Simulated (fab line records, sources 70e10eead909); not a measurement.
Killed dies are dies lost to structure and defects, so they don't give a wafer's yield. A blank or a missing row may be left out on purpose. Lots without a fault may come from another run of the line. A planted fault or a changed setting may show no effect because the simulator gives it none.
Chamber matching | flow nand_harc | NHARC_P_ZERO_WELL_DESCUM_13 on rie_diel-07: 4 sister chambers
The step chemistry O2, time 3 s. 14 wafers are shown with their chamber, then 7 later ones without.

WAFERS WITH THEIR CHAMBER
wafer  | chamber | showerhead_plenum_p_Torr (Torr) | oes_product_au (a.u.) | rf_vpp_V (V)
L076.2 | 1       | 1.94                            | 0.984                 | 57.3
L076.4 | 3       | 1.92                            | 1.001                 | 57.2
L076.6 | 2       | 1.88                            | 1.013                 | 57.8
L083.1 | 3       | 1.92                            | 0.984                 | 57.5
L083.2 | 0       | 1.80                            | 0.987                 | 58.0
L083.5 | 1       | 1.93                            | 1.000                 | 57.1
L085.1 | 1       | 1.93                            | 1.012                 | 58.4
L085.5 | 0       | 1.80                            | 0.996                 | 58.0
L085.6 | 3       | 1.92                            | 0.983                 | 59.1
L086.1 | 3       | 1.92                            | 0.978                 | 59.2
L086.3 | 2       | 1.88                            | 1.008                 | 56.5
L086.6 | 0       | 1.80                            | 0.998                 | 58.5
L087.3 | 1       | 1.93                            | 1.008                 | 57.2
L087.5 | 3       | 1.92                            | 0.979                 | 57.1

SIGNATURES (means of the wafers above)
reading                  | chamber 0 | chamber 1 | chamber 2 | chamber 3 | scatter within a chamber
showerhead_plenum_p_Torr | 1.8000    | 1.9325    | 1.8800    | 1.9200    | 0.00274
oes_product_au           | 0.99367   | 1.00100   | 1.01050   | 0.98500   | 0.00942
rf_vpp_V                 | 58.167    | 57.500    | 57.150    | 58.020    | 0.804
Rule: a wafer's distance from a chamber is the root of the sum, over the readings, of the square of ((its reading less the chamber's mean) divided by the reading's scatter). The wafer belongs to the nearest chamber; if the next one is less than 2 further off, it can't be placed. The scatter: the root of (the sum of the squares of (reading less its chamber's mean) over the shown wafers, divided by (wafers less chambers)).

WAFERS WITHOUT THEIR CHAMBER
wafer  | showerhead_plenum_p_Torr (Torr) | oes_product_au (a.u.) | rf_vpp_V (V)
L087.6 | 1.80                            | 0.991                 | 57.6
L091.1 | 1.92                            | 0.986                 | 56.6
L091.5 | 1.93                            | 0.996                 | 57.3
L091.6 | 1.88                            | 0.995                 | 56.2
L095.1 | 1.92                            | 0.988                 | 57.0
L095.2 | 1.87                            | 0.990                 | 57.6
L095.3 | 1.80                            | 1.001                 | 57.5

WHICH CHAMBER EACH WENT THROUGH
wafer  | from the rows above | in truth
L087.6 | 0                   | 0
L091.1 | 3                   | 3
L091.5 | 1                   | 1
L091.6 | 2                   | 2
L095.1 | 3                   | 3
L095.2 | 2                   | 2
L095.3 | 0                   | 0
Placed correctly: 7 of 7. Can't be placed from these rows: 0. Placed wrongly: 0.
